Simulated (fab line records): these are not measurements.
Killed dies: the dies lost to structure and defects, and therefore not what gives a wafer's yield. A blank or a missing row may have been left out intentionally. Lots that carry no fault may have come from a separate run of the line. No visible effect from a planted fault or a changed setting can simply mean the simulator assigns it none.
fab line records -- flow n5-finfet
record lots=5, wafers=15, last-day=18
route steps=1938 shown BEOL_M3@965 BEOL_M4@1111 PASSIVATION@1936
lots that met no fault: from a run of the same line without faults
start-h: the number of hours between the record's first day and the start of the first shown wafer of the lot -- wait-h: hours from the lot's prior step to this one -- " same as the row above -- L1.1+2: several wafers, shown together as one row -- - value missing, or start not given -- * or withheld: withheld -- < > ~ a bound
route shown NAME@n: names a module that has steps shown in the file, with the first one's number in the route -- usual: average and standard deviation across the fault-free wafers -- same: alike in all rows -- chamber/n: place in a boat -- sites: per-site readings -- _std_site: the values' standard deviation -- _edge_site: inner sites' mean taken away from outer sites' mean -- radius-mm: how far each site lies from the wafer's centre -- mask NAME#n: copy n -- behind: the last tool/chamber to shape the wafer -- hold: cause of the lot's hold/its duration in hours/its outcome -- device: transistor that didn't switch, given as n, p or np -- end of line: the tests these same wafers got at the end of their route -- step lacking rows: just its recipe -- killed: dies that structure and defects cost at the first sort, which is not the same as the wafer's yield -- map: shows each die of a wafer: x if killed, . if not, _ if none is there
set.NAME: the setting the step ran with; set.NAME@STEP: the setting that earlier step ran with -- model.NAME: the simulator's own value behind a step, which no gauge read
lots at selected steps of the route; one table per step, one row per wafer
services: the hour from which a tool's chamber was out of use, counted from the record's first day as start-h (under 0 if before that day), plus the number of hours and why
## steps
# step N5_BEOL_M3_DEVELOP_27
# recipe develop-time-s=30, developer=TMAH, resist=CAR-EUV, rinse-liquid=surfactant-rinse, dry=air-spin, dev-temp-c=23
# step N5_BEOL_M3_CD_MEAS_28
# recipe target-cd-nm=25.7, landing-energy-ev=500, detector=se-inlens, target-cd-y-nm=23.3, polarity=opening
# usual cd-nm=25.66/0.22
lot.wafer,tool,chamber,start-h,wait-h,cd-nm
L386.3,cd-sem-03,0,147.63,-,25.75
L386.4,cd-sem-03,0,147.63,-,25.55
L386.5,cd-sem-03,0,147.63,-,25.70
L392.1,cd-sem-02,0,189.71,-,25.98
L392.2,cd-sem-02,0,189.71,-,25.85
L392.4,cd-sem-02,0,189.71,-,25.60
L397.2,cd-sem-02,0,206.35,-,25.13
L397.3,cd-sem-02,0,206.35,-,25.36
L397.4,cd-sem-02,0,206.35,-,25.29
L401.3,cd-sem-03,0,247.32,-,25.22
L401.4,cd-sem-03,0,247.32,-,25.87
L401.6,cd-sem-03,0,247.32,-,25.58
L408.1,cd-sem-02,0,291.10,-,25.49
L408.2,cd-sem-02,0,291.10,-,25.62
L408.6,cd-sem-02,0,291.10,-,25.73
# step N5_BEOL_M3_OVL_MEAS_29
# recipe points-per-wafer=522
# usual V2_OVL=0.2/0.76
lot.wafer,tool,chamber,start-h,wait-h,V2_OVL[nm]
L386.3,overlay-02,0,147.67,0.0,0.3
L386.4,overlay-02,0,147.67,0.0,-0.3
L386.5,overlay-02,0,147.67,0.0,0.2
L392.1,overlay-01,0,189.74,0.0,-0.2
L392.2,overlay-01,0,189.74,0.0,0.0
L392.4,overlay-01,0,189.74,0.0,0.2
L397.2,overlay-01,0,206.39,0.0,-1.1
L397.3,overlay-01,0,206.39,0.0,0.1
L397.4,overlay-01,0,206.39,0.0,-0.6
L401.3,overlay-01,0,247.36,0.0,0.3
L401.4,overlay-01,0,247.36,0.0,0.3
L401.6,overlay-01,0,247.36,0.0,-1.2
L408.1,overlay-02,0,291.13,0.0,-0.5
L408.2,overlay-02,0,291.13,0.0,-0.2
L408.6,overlay-02,0,291.13,0.0,-0.2
# step N5_BEOL_M3_INSPECT_30
# recipe mode=adi, inspect-instrument=brightfield
# usual raw-defect-count=444/110
lot.wafer,tool,chamber,start-h,wait-h,raw-defect-count
L386.3,defect-inspect-01,-,147.72,0.0,379
L386.4,defect-inspect-01,-,147.72,0.0,576
L386.5,defect-inspect-01,-,147.72,0.0,430
L392.1,defect-inspect-01,-,189.79,0.1,404
L392.2,defect-inspect-01,-,189.79,0.1,701
L392.4,defect-inspect-01,-,189.79,0.1,507
L397.2,defect-inspect-01,-,206.44,0.0,496
L397.3,defect-inspect-01,-,206.44,0.0,673
L397.4,defect-inspect-01,-,206.44,0.0,640
L401.3,defect-inspect-02,-,247.40,0.0,304
L401.4,defect-inspect-02,-,247.40,0.0,315
L401.6,defect-inspect-02,-,247.40,0.0,388
L408.1,defect-inspect-02,-,291.19,0.1,344
L408.2,defect-inspect-02,-,291.19,0.1,330
L408.6,defect-inspect-02,-,291.19,0.1,284
# step N5_BEOL_M3_DESCUM_33
# recipe chemistry=O2, time-s=7, source-power-w=50, bias-power-w=20, pressure-mtorr=20, rf-frequency-hz=2.712e+07, temp-c=40, resist=CAR-EUV, o2-flow-sccm=225
# usual bias-power-w=20.00/0.055, drypump-motor-current-A=5.6/0.38, o2-flow-sccm=225.0/0.69, oes-product-au=0.81/0.087, rf-fwd-power-W=49.29/0.26, rf-vpp-V=243.7/1.4, showerhead-plenum-p-Torr=2.13/0.08, temp-c=39.99/0.11, throttle-valve-pct=20.40/0.24
lot.wafer,tool,chamber,start-h,wait-h,bias-power-w,drypump-motor-current-A,o2-flow-sccm,oes-product-au,rf-fwd-power-W,rf-hours-counter-h,rf-vpp-V,showerhead-plenum-p-Torr,temp-c,throttle-valve-pct
L386.3,rie-diel-04,3,147.75,0.0,19.94,6.5,225.4,0.71,49.08,204,241.8,1.99,40.02,20.52
L386.4,rie-diel-04,0,147.75,0.0,20.06,5.8,224.9,0.68,49.50,233,243.9,2.14,39.96,20.53
L386.5,rie-diel-04,2,147.75,0.0,19.90,5.8,224.2,0.68,49.56,-,244.8,2.16,40.05,20.70
L392.1,rie-diel-01,3,189.83,0.0,19.91,5.4,225.3,0.88,49.37,47,244.3,2.13,39.94,20.36
L392.2,rie-diel-01,1,189.83,0.0,20.01,5.9,227.0,0.88,49.02,33,245.4,2.23,39.81,19.98
L392.4,rie-diel-01,0,189.83,0.0,20.01,5.0,224.3,0.88,49.69,48,245.2,2.23,40.16,20.45
L397.2,rie-diel-04,2,206.47,0.0,19.97,5.8,224.3,0.68,49.35,238,242.8,2.16,40.12,20.71
L397.3,rie-diel-04,1,206.47,0.0,19.93,5.7,224.3,0.83,49.16,81,242.2,2.04,39.89,20.16
L397.4,rie-diel-04,0,206.47,0.0,19.95,5.8,225.5,0.67,49.17,-,244.7,2.13,39.85,20.56
L401.3,rie-diel-03,2,247.44,0.0,20.02,5.4,223.0,0.79,49.05,106,244.8,2.20,39.90,20.79
L401.4,rie-diel-03,3,247.44,0.0,20.10,4.8,225.6,0.82,49.71,76,242.2,2.03,40.16,20.64
L401.6,rie-diel-03,1,247.44,0.0,20.00,5.9,224.5,0.83,49.17,-,242.7,2.12,39.91,20.39
L408.1,rie-diel-04,2,291.61,0.4,20.06,5.8,225.0,0.96,49.51,3,244.0,2.15,40.17,20.32
L408.2,rie-diel-04,1,291.61,0.4,20.08,5.7,222.6,0.80,48.74,104,242.9,2.03,40.13,20.20
L408.6,rie-diel-04,1,291.61,0.4,20.00,5.7,224.6,0.80,49.08,-,241.8,2.03,40.13,20.19
# step N5_BEOL_M3_ETCH_77
# recipe chemistry=N2/H2, target=underlayer, target-depth-a=65, mask-material=CAR-EUV, time-s=5.2, ion-energy-ev=200, pressure-mtorr=30, source-w=840, bias-w=150, n2-flow-sccm=200, h2-flow-sccm=200, ends=cleared
# usual drypump-motor-current-A=5.6/0.38, etch-rf-on-time-s=5.15/0.078, oes-product-au=0.69/0.071, rf-fwd-power-W=819.5/2.6, rf-vpp-V=524.7/2.7, showerhead-plenum-p-Torr=2.58/0.095, throttle-valve-pct=17.80/0.24
lot.wafer,tool,chamber,start-h,wait-h,drypump-motor-current-A,etch-rf-on-time-s,oes-product-au,rf-fwd-power-W,rf-hours-counter-h,rf-vpp-V,showerhead-plenum-p-Torr,throttle-valve-pct
L386.3,rie-diel-04,3,147.79,0.0,6.5,5.13,0.61,818.6,204,519.5,2.41,17.90
L386.4,rie-diel-04,0,147.79,0.0,5.8,5.18,0.58,820.1,233,526.2,2.61,18.01
L386.5,rie-diel-04,2,147.79,0.0,5.8,5.22,0.58,818.9,-,523.4,2.61,18.00
L392.1,rie-diel-01,3,189.86,0.0,5.4,4.94,0.74,820.8,47,526.3,2.59,17.74
L392.2,rie-diel-01,1,189.86,0.0,6.0,5.21,0.75,824.4,33,530.0,2.70,17.33
L392.4,rie-diel-01,0,189.86,0.0,5.1,5.20,0.73,818.3,48,527.5,2.70,17.91
L397.2,rie-diel-04,2,206.51,0.0,5.7,5.13,0.59,817.7,238,525.7,2.60,18.03
L397.3,rie-diel-04,1,206.51,0.0,5.7,5.15,0.70,821.0,81,523.2,2.47,17.58
L397.4,rie-diel-04,0,206.51,0.0,5.8,5.19,0.58,820.7,-,525.0,2.60,18.04
L401.3,rie-diel-03,2,247.47,0.0,5.4,5.17,0.69,818.6,106,526.6,2.67,18.15
L401.4,rie-diel-03,3,247.47,0.0,4.7,5.26,0.71,821.3,76,523.1,2.47,18.02
L401.6,rie-diel-03,1,247.47,0.0,6.0,5.25,0.72,821.4,-,523.7,2.57,17.74
L408.1,rie-diel-04,2,291.65,0.0,5.8,5.15,0.83,820.6,3,523.8,2.60,17.62
L408.2,rie-diel-04,1,291.65,0.0,5.7,5.31,0.67,818.9,104,523.1,2.46,17.65
L408.6,rie-diel-04,1,291.65,0.0,5.7,5.23,0.67,821.4,-,522.0,2.46,17.64
# step N5_BEOL_M3_ETCH_69
# recipe chemistry=CF4, target=SiARC, target-depth-a=156, mask-material=CAR-EUV, time-s=26, ion-energy-ev=80, pressure-mtorr=40, source-w=545, bias-w=36, Ar_flow_sccm=100, cf4-flow-sccm=100, ends=cleared
# step N5_BEOL_M3_ALD_98
# recipe material=SiO2, target-thk-a=25, temp-c=100, ald-precursor-family=BDEAS, ald-co-reactant=O2-plasma, pulse-time-s=1, co-reactant-pulse-time-s=1, purge-time-s=2, co-reactant-purge-time-s=2, ald-cycles=17, pressure-torr=2
# usual heater-power-w=81/7.5, precursor-pulse-height-rel=1.000/0.021
# same ald-cycles=17
lot.wafer,tool,chamber,start-h,wait-h,heater-power-w,precursor-pulse-height-rel
L386.3,ald-sin-01,3,147.89,0.1,71,0.971
L386.4,ald-sin-01,3,147.89,0.1,69,0.989
L386.5,ald-sin-01,2,147.89,0.1,76,0.955
L392.1,ald-sin-01,2,190.14,0.2,76,1.015
L392.2,ald-sin-01,0,190.14,0.2,82,0.990
L392.4,ald-sin-01,3,190.14,0.2,70,0.970
L397.2,ald-sin-01,3,206.61,0.1,71,0.971
L397.3,ald-sin-01,1,206.61,0.1,76,1.009
L397.4,ald-sin-01,0,206.61,0.1,84,0.982
L401.3,ald-sin-02,1,247.57,0.1,89,0.983
L401.4,ald-sin-02,3,247.57,0.1,86,0.972
L401.6,ald-sin-02,0,247.57,0.1,84,0.987
L408.1,ald-sin-02,3,292.05,0.4,83,1.025
L408.2,ald-sin-02,2,292.05,0.4,93,0.967
L408.6,ald-sin-02,1,292.05,0.4,89,1.006
# step N5_BEOL_M3_ETCHBACK_99
# recipe chemistry=CHF3, target=SiO2, target-depth-a=50, time-s=10.4, source-w=215, bias-w=47, Ar_flow_sccm=200, CHF3_flow_sccm=12, ion-energy-ev=100, pressure-mtorr=30
# usual drypump-motor-current-A=5.6/0.41, oes_ar_750_au=0.83/0.079, oes-product-au=0.83/0.082, rf-fwd-power-W=212.2/1, rf-vpp-V=241.7/2.6, showerhead-plenum-p-Torr=2.18/0.083, throttle-valve-pct=17.00/0.25
lot.wafer,tool,chamber,start-h,wait-h,drypump-motor-current-A,oes_ar_750_au,oes-product-au,rf-fwd-power-W,rf-hours-counter-h,rf-vpp-V,showerhead-plenum-p-Torr,throttle-valve-pct
L386.3,rie-diel-01,2,150.38,2.4,5.5,0.70,0.70,212.9,238,240.2,2.13,17.29
L386.4,rie-diel-01,0,150.38,2.4,5.1,0.87,0.89,213.2,36,242.5,2.28,16.96
L386.5,rie-diel-01,2,150.38,2.4,5.5,0.69,0.69,212.1,-,239.8,2.13,17.29
L392.1,rie-diel-01,1,190.26,0.1,5.9,0.87,0.86,211.1,33,243.8,2.28,16.57
L392.2,rie-diel-01,2,190.26,0.1,5.5,0.69,0.69,213.2,247,241.1,2.13,17.30
L392.4,rie-diel-01,3,190.26,0.1,5.4,0.87,0.87,211.4,47,244.1,2.19,17.00
L397.2,rie-diel-04,1,210.79,4.1,5.7,0.81,0.82,210.8,83,242.6,2.08,16.73
L397.3,rie-diel-04,2,210.79,4.1,5.8,0.69,0.68,212.9,240,240.3,2.21,17.34
L397.4,rie-diel-04,1,210.79,4.1,5.7,0.81,0.82,211.8,-,243.8,2.08,16.73
L401.3,rie-diel-03,2,247.82,0.2,5.4,0.82,0.80,210.4,106,239.3,2.25,17.31
L401.4,rie-diel-03,1,247.82,0.2,5.9,0.84,0.84,211.6,66,239.0,2.18,17.00
L401.6,rie-diel-03,0,247.82,0.2,5.2,0.95,0.96,213.2,-,240.6,2.30,16.97
L408.1,rie-diel-04,1,294.52,2.4,5.7,0.79,0.79,211.1,105,239.7,2.08,16.77
L408.2,rie-diel-04,2,294.52,2.4,5.7,0.97,0.96,212.4,4,239.7,2.21,16.91
L408.6,rie-diel-04,1,294.52,2.4,5.7,0.78,0.79,211.2,-,243.0,2.08,16.78
# step N5_BEOL_M3_ETCH_70
# recipe chemistry=N2/H2, target=SOC, target-depth-a=800, overetch-a=160, mask-material=SiARC, temp-c=40, time-s=120, ion-energy-ev=200, pressure-mtorr=30, source-w=840, bias-w=150, n2-flow-sccm=200, h2-flow-sccm=200
# usual drypump-motor-current-A=5.6/0.41, oes-product-au=0.63/0.061, rf-fwd-power-W=835/3.1, rf-vpp-V=524.9/3, showerhead-plenum-p-Torr=2.58/0.1, temp-c=39.99/0.11, throttle-valve-pct=17.74/0.24
lot.wafer,tool,chamber,start-h,wait-h,drypump-motor-current-A,oes-product-au,rf-fwd-power-W,rf-hours-counter-h,rf-vpp-V,showerhead-plenum-p-Torr,temp-c,throttle-valve-pct
L386.3,rie-diel-01,2,150.42,0.0,5.5,0.54,835,238,523.0,2.51,39.93,18.04
L386.4,rie-diel-01,0,150.42,0.0,5.1,0.68,835,36,528.3,2.70,40.20,17.85
L386.5,rie-diel-01,2,150.42,0.0,5.5,0.54,837,-,523.7,2.51,39.84,18.04
L392.1,rie-diel-01,1,190.30,0.0,6.0,0.67,832,33,529.5,2.70,39.95,17.31
L392.2,rie-diel-01,2,190.30,0.0,5.6,0.53,835,247,522.3,2.51,39.89,18.05
L392.4,rie-diel-01,3,190.30,0.0,5.4,0.66,838,47,525.8,2.59,40.00,17.70
L397.2,rie-diel-04,1,210.82,0.0,5.7,0.63,837,83,522.5,2.47,39.85,17.57
L397.3,rie-diel-04,2,210.82,0.0,5.7,0.52,841,240,525.2,2.60,39.84,18.01
L397.4,rie-diel-04,1,210.82,0.0,5.7,0.63,833,-,520.8,2.47,39.98,17.57
L401.3,rie-diel-03,2,247.86,0.0,5.4,0.61,834,106,528.5,2.67,40.11,18.07
L401.4,rie-diel-03,1,247.86,0.0,6.0,0.64,839,66,523.4,2.57,39.74,17.71
L401.6,rie-diel-03,0,247.86,0.0,5.2,0.72,837,-,528.5,2.72,39.79,17.63
L408.1,rie-diel-04,1,294.55,0.0,5.7,0.61,837,105,521.5,2.46,40.00,17.58
L408.2,rie-diel-04,2,294.55,0.0,5.8,0.74,838,4,525.6,2.60,40.02,17.57
L408.6,rie-diel-04,1,294.55,0.0,5.8,0.61,835,-,522.1,2.46,39.92,17.59
# step N5_BEOL_M3_STRIP_71
# recipe chemistry=N2/H2, temp-c=40, n2-flow-sccm=200, h2-flow-sccm=200, rf-frequency-hz=6e+07
# step N5_BEOL_M3_STRIP_78
# recipe chemistry=N2/H2, temp-c=40, n2-flow-sccm=200, h2-flow-sccm=200, rf-frequency-hz=6e+07
# step N5_BEOL_M3_VIA_ETCH_34
# recipe chemistry=C4F6/O2, target-depth-a=694, mask-material=SOC, pressure-mtorr=15, ion-energy-ev=250, taper-deg=4, time-s=65.9, source-w=350, bias-w=170, Ar_flow_sccm=300, C4F6_flow_sccm=10, O2_flow_sccm=10
# usual drypump-motor-current-A=5.6/0.4, oes_ar_750_au=0.83/0.079, oes-product-au=0.83/0.083, rf-fwd-power-W=346.7/1.5, rf-vpp-V=668/6.8, showerhead-plenum-p-Torr=2.88/0.1, throttle-valve-pct=30.72/0.28
lot.wafer,tool,chamber,start-h,wait-h,drypump-motor-current-A,oes_ar_750_au,oes-product-au,rf-fwd-power-W,rf-hours-counter-h,rf-vpp-V,showerhead-plenum-p-Torr,throttle-valve-pct,model.etch.depth-nm,model.SOC_of_BEOL_M3_COAT_67.thk-nm
L386.3,rie-diel-01,2,150.52,0.0,5.6,0.70,0.70,346.9,238,663,2.82,30.99,70.48,52.2
L386.4,rie-diel-01,0,150.52,0.0,5.0,0.88,0.89,347.7,36,669,3.01,30.88,70.75,52
L386.5,rie-diel-01,2,150.52,0.0,5.5,0.69,0.70,346.9,-,664,2.82,30.98,70.45,52.2
L392.1,rie-diel-01,1,190.40,0.0,6.0,0.86,0.87,345.5,33,674,3.00,30.18,70.03,52
L392.2,rie-diel-01,2,190.40,0.0,5.5,0.69,0.69,347.1,247,663,2.81,31.00,69.03,52
L392.4,rie-diel-01,3,190.40,0.0,5.4,0.86,0.88,346.5,47,675,2.89,30.73,71.65,51.8
L397.2,rie-diel-04,1,210.92,0.0,5.7,0.81,0.81,346.7,83,671,2.75,30.41,68.67,52
L397.3,rie-diel-04,2,210.92,0.0,5.8,0.69,0.68,346.1,240,661,2.92,30.98,68.7,52.2
L397.4,rie-diel-04,1,210.92,0.0,5.7,0.81,0.81,346.2,-,672,2.75,30.42,69.21,52.2
L401.3,rie-diel-03,2,247.96,0.0,5.4,0.81,0.80,345.2,106,660,2.97,31.07,69.38,51.8
L401.4,rie-diel-03,1,247.96,0.0,5.9,0.84,0.83,346.4,66,660,2.88,30.80,69.52,51.8
L401.6,rie-diel-03,0,247.96,0.0,5.3,0.94,0.95,348.2,-,666,3.03,30.78,71.46,51.6
L408.1,rie-diel-04,1,294.65,0.0,5.7,0.78,0.58,346.1,105,671,2.75,30.41,39.32,55.6
L408.2,rie-diel-04,2,294.65,0.0,5.8,0.97,0.71,347.1,4,662,2.91,30.63,39.75,55.6
L408.6,rie-diel-04,1,294.65,0.0,5.7,0.79,0.79,345.8,-,670,2.74,30.45,68.9,52
# step N5_BEOL_M3_STRIP_83
# recipe chemistry=C4F6/O2, resist=SiARC, rf-frequency-hz=6e+07
# step N5_BEOL_M4_RC_MEAS_101
# usual DIBL_N=36.4/1.3, DIBL_P=36.5/1.7, IOFF_N=0.154/0.022, IOFF_P=0.202/0.025, ION_N=671/9.8, ION_P=460/6.8, SS_N=71.6/0.54, SS_P=73.4/0.58, VT_N=250.9/2.8, VT_P=-251.4/2.7
lot.wafer,tool,chamber,start-h,wait-h,DIBL_N[mV/V],DIBL_P[mV/V],IOFF_N[nA/um],IOFF_P[nA/um],ION_N[uA/um],ION_P[uA/um],SS_N[mV/dec],SS_P[mV/dec],VT_N[mV],VT_P[mV]
L386.3,prober-01,0,168.19,0.3,39.2,37.6,0.178,0.219,674,463,72.4,74.0,250.6,-252.2
L386.4,prober-01,0,168.19,0.3,39.8,39.4,0.197,0.238,675,463,72.7,74.7,245.5,-250.4
L386.5,prober-01,0,168.19,0.3,37.8,36.3,0.156,0.205,671,460,71.9,73.5,251.4,-251.0
L392.1,prober-02,0,204.81,0.0,37.7,37.5,0.182,0.241,695,472,71.4,73.5,246.7,-248.3
L392.2,prober-02,0,204.81,0.0,35.8,35.2,0.151,0.192,668,463,70.9,73.4,249.6,-249.4
L392.4,prober-02,0,204.81,0.0,37.0,36.3,0.168,0.210,681,465,70.9,73.1,247.7,-249.3
L397.2,prober-02,0,228.47,0.2,35.5,35.4,0.131,0.175,662,455,70.8,72.9,251.4,-254.1
L397.3,prober-02,0,228.47,0.2,36.2,36.6,0.145,0.188,664,455,72.4,72.8,251.6,-253.5
L397.4,prober-02,0,228.47,0.2,37.1,37.8,0.162,0.208,674,457,71.9,73.6,248.3,-252.8
L401.3,prober-01,0,261.55,0.3,38.4,39.2,0.214,0.277,691,468,72.1,74.0,245.4,-247.7
L401.4,prober-01,0,261.55,0.3,36.5,35.6,0.162,0.218,676,462,71.5,72.8,249.8,-249.8
L401.6,prober-01,0,261.55,0.3,35.8,35.1,0.151,0.196,667,457,71.7,73.3,250.2,-249.2
L408.1,prober-01,0,310.67,0.0,33.7,33.9,0.121,0.185,672,463,70.7,72.6,252.3,-248.9
L408.2,prober-01,0,310.67,0.0,34.9,35.8,0.146,0.217,684,471,71.2,73.6,250.0,-247.5
L408.6,prober-01,0,310.67,0.0,34.2,34.5,0.128,0.194,663,464,70.9,72.4,251.7,-248.6
# step N5_PASSIVATION_PROBE_49
# usual defect-limited-yield=91.1/1.3, killed_at_M0_to_M3=34/10, killed_at_M4_up=14/5.7, killed-at-contacts=12/5.9, killed-at-front-end=41/12, killed-at-other=4/3.1, killed-dies=105/15, killed-open=69/11, killed-short=35/7.8, sort_bin_5_function=5.3/0.81, sort_bin_6_memory=3.3/0.75, sort-n-pass=1075/15, sort-yield-pct=91.1/1.3
# same gross-dies=1180, killed-at-back-side=0, sort_bin_4_leakage[%]=0, sort_bin_8_speed[%]=0
lot.wafer,tool,chamber,start-h,wait-h,defect-limited-yield[%],killed_at_M0_to_M3,killed_at_M4_up,killed-at-contacts,killed-at-front-end,killed-at-other,killed-dies,killed-open,killed-short,sort_bin_5_function[%],sort_bin_6_memory[%],sort-n-pass,sort-yield-pct[%]
L408.1,prober-01,-,423.39,0.6,90.3,43,13,10,42,7,115,82,30,6.2,3.4,1065,90.3
# killed by level:class
L408.1 STI_FIN_REVEAL:geometric-particle:open=17 BEOL_M0_SAQP:geometric-particle:open=15 BEOL_M0_SAQP:geometric-particle:short=12 FIN_SAQP:geometric-particle:open=9 MOL_CONTACT_COAG:geometric-particle:open=9 BEOL_M0:geometric-particle:open=5 BEOL_M3:geometric-particle:open=4 FIN_SAQP:geometric-particle:short=3
## services
tool,chamber,start-h,hours,kind
ald-sin-01,0,123.97,5.6,repair
ald-sin-01,0,139.14,13.4,repair
rie-diel-03,2,147.89,8.5,repair
rie-diel-04,-,150.63,0.2,repair
rie-diel-01,2,163.08,6.8,repair
rie-diel-04,0,179.56,5.8,repair
rie-diel-04,3,185.77,45.5,repair
rie-diel-04,-,226.56,15.6,pm
ald-sin-02,-,229.82,0.6,repair
rie-diel-04,0,242.16,-,clean
rie-diel-04,0,242.16,-,consumable-replace:focus-ring
rie-diel-04,0,242.16,16.1,scheduled-down
rie-diel-04,0,242.16,16.1,vent-cycle
rie-diel-04,1,246.44,6.6,repair
rie-diel-04,2,248.61,3.7,repair
rie-diel-04,2,258.24,-,clean
rie-diel-04,2,258.24,-,consumable-replace:focus-ring
rie-diel-04,2,258.24,21.9,scheduled-down
rie-diel-04,2,258.24,21.9,vent-cycle
ald-sin-02,-,268.32,14.0,pm
rie-diel-01,0,269.66,2.1,repair
rie-diel-01,0,275.75,4.7,repair
rie-diel-03,3,282.13,10.9,repair
ald-sin-01,3,291.14,6.7,repair
## key
first-sign none at tools or gauges
model-effect step=N5_BEOL_M3_VIA_ETCH_34, value=etch.depth-nm, without=69.16, struck=39.53
met-at N5_BEOL_M3_VIA_ETCH_34
struck-wafers L408.1,L408.2
onset-between 210.92 294.65
fault kind=process-parameter-drift, tool=rie-diel-04, chamber=-, onset-h=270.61, steps=N5_BEOL_M3_VIA_ETCH_34, channel=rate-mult, offset=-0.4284, shape=step, end-h=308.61, scope=struck-wafers-only
